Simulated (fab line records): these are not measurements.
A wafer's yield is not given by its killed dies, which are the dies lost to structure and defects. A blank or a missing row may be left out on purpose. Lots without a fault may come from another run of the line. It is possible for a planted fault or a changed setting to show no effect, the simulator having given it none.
Split-lot trial | flow n5 finfet | 21 wafers read across 7 lots, on a route 1938 steps long

## ABOUT THE SPLIT
At N5_MIM_BOT_SPUTTER_00 (material TiN, target thk 35 nm, time 89.7 s), the setting time s was moved away from the recipe's 89.7 s on 8 of the 21 wafers read, by -10.9% to +14.8%. For the rest of the wafers, this setting stayed at what the recipe calls for.

The reading is taken at the split's own step.

## THE READING
TiN_of_MIM_BOT_SPUTTER_00.thk nm (the simulator's own value, which no gauge read), in nm, at N5_MIM_BOT_SPUTTER_00 (material TiN, target thk 35 nm, time 89.7 s). No usual value for it is given in the file. Across the 13 wafers here that went through the recipe, the average is 35.2 nm and the standard deviation 0.62 nm.

wafer  | tool, chamber at the split | time s as run, s | against the recipe | TiN_of_MIM_BOT_SPUTTER_00.thk nm, nm | against lot-mates on the recipe
L075.2 | pvd sputter-01, -          | 89.7             | recipe             | 34.2                                 | -
L075.5 | pvd sputter-01, -          | 89.7             | recipe             | 34.2                                 | -
L075.4 | pvd sputter-01, -          | 99.81            | +11.3%             | 38.6                                 | +4.4
L081.4 | pvd sputter-03, -          | 89.7             | recipe             | 34.8                                 | -
L081.5 | pvd sputter-03, -          | 89.7             | recipe             | 35                                   | -
L081.6 | pvd sputter-03, -          | 103              | +14.8%             | 40.2                                 | +5.3
L082.2 | pvd sputter-02, -          | 81.02            | -9.7%              | 31.8                                 | -3.4
L082.3 | pvd sputter-02, -          | 81.02            | -9.7%              | 32                                   | -3.2
L082.6 | pvd sputter-02, -          | 89.7             | recipe             | 35.2                                 | -
L085.1 | pvd sputter-03, -          | 89.7             | recipe             | 35.4                                 | -
L085.2 | pvd sputter-03, -          | 89.7             | recipe             | 35.6                                 | -
L085.5 | pvd sputter-03, -          | 89.7             | recipe             | 35.8                                 | -
L088.2 | pvd sputter-02, -          | 89.7             | recipe             | 34.6                                 | -
L088.5 | pvd sputter-02, -          | 89.7             | recipe             | 35                                   | -
L088.6 | pvd sputter-02, -          | 79.9             | -10.9%             | 31                                   | -3.8
L093.2 | pvd sputter-02, -          | 89.7             | recipe             | 36.2                                 | -
L093.4 | pvd sputter-02, -          | 89.7             | recipe             | 35.6                                 | -
L093.6 | pvd sputter-02, -          | 89.7             | recipe             | 36                                   | -
L095.1 | pvd sputter-03, -          | 81.79            | -8.8%              | 32.4                                 | no lot-mate on the recipe
L095.3 | pvd sputter-03, -          | 81.79            | -8.8%              | 32.4                                 | no lot-mate on the recipe
L095.4 | pvd sputter-03, -          | 81.79            | -8.8%              | 32                                   | no lot-mate on the recipe

THE FIT
A straight line over all 21 wafers: TiN_of_MIM_BOT_SPUTTER_00.thk nm changes by +0.337 nm for each +1% of time s; r = +0.97; the points scatter about the line by 0.54 nm.
The same after taking each lot's own level away (the mean of its wafers on the recipe; 18 wafers): +0.358 nm for each +1%; r = +1.00; scatter 0.19 nm.
On that fit, the largest move of time s shifts the reading by 5.3 nm.
Measured against the standard deviation above, the lots' own levels, which go from 34.20 to 35.93 nm, span 2.8 times it.
So the lot-to-lot level changes the slope little: the two slopes agree.
Check: +5.38 nm against its lot-mates is what the line predicts for one of the wafers moved furthest among these (+14.8%) when that wafer is left out of the fit. Against them it came out at +5.3 nm.

## THESE WAFERS: OTHER SPLITS
These wafers also went through other splits before the reading. Each is held against what the fit with the lots' levels taken away leaves over:
other split on the same wafers    | wafers away from the commonest value | r with TiN_of_MIM_BOT_SPUTTER_00.thk nm (lot level and that fit taken away)
N5_BEOL_M12_SPUTTER_44 time s     | 6                                    | -0.23
N5_BEOL_M13_CMP_49 down force psi | 6                                    | -0.39
N5_BEOL_M14_DEP_53 time s         | 5                                    | +0.02
N5_BEOL_M15_COAT_04 spin rpm      | 8                                    | -0.19

## FILE'S OWN FIT
TiN_of_MIM_BOT_SPUTTER_00.thk nm changes by +0.36 nm for each +1% of time s, r = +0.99.
